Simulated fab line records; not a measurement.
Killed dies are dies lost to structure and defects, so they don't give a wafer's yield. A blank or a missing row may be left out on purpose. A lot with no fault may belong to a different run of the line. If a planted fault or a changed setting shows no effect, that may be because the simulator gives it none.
Chamber matching || flow n5_finfet || 4 sister chambers for N5_MOL_CONTACT_COAG_ALD_123 on ald_sin-04
The step deposits SiNx, target thk 5 nm, pulse time 1 s, purge time 2 s. 8 wafers are shown with their chamber, then 7 later ones without.

== WAFERS PAIRED WITH THEIR CHAMBERS ==
{"wafer": "L078.6", "chamber": 2, "heater_power_w (W)": 832, "chamber_pressure_Torr (Torr)": 1.997}
{"wafer": "L081.2", "chamber": 0, "heater_power_w (W)": 823, "chamber_pressure_Torr (Torr)": 2.003}
{"wafer": "L081.5", "chamber": 1, "heater_power_w (W)": 688, "chamber_pressure_Torr (Torr)": 1.998}
{"wafer": "L083.2", "chamber": 2, "heater_power_w (W)": 835, "chamber_pressure_Torr (Torr)": 2.003}
{"wafer": "L083.3", "chamber": 3, "heater_power_w (W)": 777, "chamber_pressure_Torr (Torr)": 1.995}
{"wafer": "L083.4", "chamber": 0, "heater_power_w (W)": 813, "chamber_pressure_Torr (Torr)": 2.004}
{"wafer": "L086.3", "chamber": 1, "heater_power_w (W)": 684, "chamber_pressure_Torr (Torr)": 1.999}
{"wafer": "L086.4", "chamber": 3, "heater_power_w (W)": 768, "chamber_pressure_Torr (Torr)": 2.000}

== WAFERS WHOSE CHAMBER IS MISSING ==
{"wafer": "L086.5", "heater_power_w (W)": 694, "chamber_pressure_Torr (Torr)": 2.002}
{"wafer": "L087.2", "heater_power_w (W)": 825, "chamber_pressure_Torr (Torr)": 2.000}
{"wafer": "L087.3", "heater_power_w (W)": 745, "chamber_pressure_Torr (Torr)": 2.002}
{"wafer": "L087.5", "heater_power_w (W)": 771, "chamber_pressure_Torr (Torr)": 2.000}
{"wafer": "L088.3", "heater_power_w (W)": 773, "chamber_pressure_Torr (Torr)": 2.006}
{"wafer": "L088.5", "heater_power_w (W)": 703, "chamber_pressure_Torr (Torr)": 1.998}
{"wafer": "L088.6", "heater_power_w (W)": 816, "chamber_pressure_Torr (Torr)": 1.997}

== EACH ONE'S CHAMBER ==
{"wafer": "L086.5", "from the rows above": 1, "in truth": 1}
{"wafer": "L087.2", "from the rows above": "can't be placed: 2 or 0", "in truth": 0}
{"wafer": "L087.3", "from the rows above": 3, "in truth": 3}
{"wafer": "L087.5", "from the rows above": 3, "in truth": 3}
{"wafer": "L088.3", "from the rows above": 3, "in truth": 3}
{"wafer": "L088.5", "from the rows above": 1, "in truth": 1}
{"wafer": "L088.6", "from the rows above": "can't be placed: 0 or 2", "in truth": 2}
Correct placement for 5 of the 7. From these rows, 2 cannot be placed; in 2 the true chamber is one of the candidates. Placed wrongly: 0.
How it was worked out, from the rows above alone: a wafer's distance from a chamber is the root of the sum, over the readings, of the square of ((its reading less the chamber's mean) divided by the reading's scatter). If the next closest chamber is less than 2 further off than the closest, the wafer can't be placed; otherwise it belongs to the closest. A chamber's mean is the mean of its shown wafers. The scatter: take each reading less its chamber's mean, square it, sum over the shown wafers, divide by the number of wafers less the number of chambers, and take the root.
